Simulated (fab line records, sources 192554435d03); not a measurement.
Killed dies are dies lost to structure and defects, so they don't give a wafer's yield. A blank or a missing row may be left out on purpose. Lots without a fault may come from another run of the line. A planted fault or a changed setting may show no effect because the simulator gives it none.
Chamber matching | flow n5_finfet | N5_SDB_ETCH_17 on rie_diel-01: 4 sister chambers
The step etches SiARC in CF4, target depth 23.4 nm, time 39 s. 8 wafers are shown with their chamber, then 8 later ones without.

WAFERS WITH THEIR CHAMBER
wafer  | chamber | showerhead_plenum_p_Torr (Torr) | drypump_motor_current_A (A)
L076.6 | 0       | 2.12                            | 5.4
L088.2 | 1       | 2.20                            | 5.2
L088.5 | 1       | 2.20                            | 5.2
L089.1 | 2       | 2.03                            | 6.0
L090.4 | 2       | 2.03                            | 5.9
L090.5 | 0       | 2.11                            | 5.5
L090.6 | 3       | 2.18                            | 4.9
L092.4 | 3       | 2.18                            | 4.9

WAFERS WITHOUT THEIR CHAMBER
wafer  | showerhead_plenum_p_Torr (Torr) | drypump_motor_current_A (A)
L092.5 | 2.03                            | 6.0
L092.6 | 2.11                            | 5.5
L094.1 | 2.20                            | 5.2
L094.2 | 2.03                            | 6.0
L094.3 | 2.11                            | 5.5
L097.1 | 2.19                            | 5.2
L097.3 | 2.03                            | 5.9
L097.5 | 2.19                            | 5.2

WHICH CHAMBER EACH WENT THROUGH
wafer  | from the rows above | in truth
L092.5 | 2                   | 2
L092.6 | 0                   | 0
L094.1 | 1                   | 1
L094.2 | 2                   | 2
L094.3 | 0                   | 0
L097.1 | 1                   | 1
L097.3 | 2                   | 2
L097.5 | 1                   | 1
Placed correctly: 8 of 8. Can't be placed from these rows: 0. Placed wrongly: 0.
How it was worked out, from the rows above alone: a wafer's distance from a chamber is the root of the sum, over the readings, of the square of ((its reading less the chamber's mean) divided by the reading's scatter). The wafer belongs to the nearest chamber; if the next one is less than 2 further off, it can't be placed. A chamber's mean is the mean of its shown wafers. The scatter: the root of (the sum of the squares of (reading less its chamber's mean) over the shown wafers, divided by (wafers less chambers)).
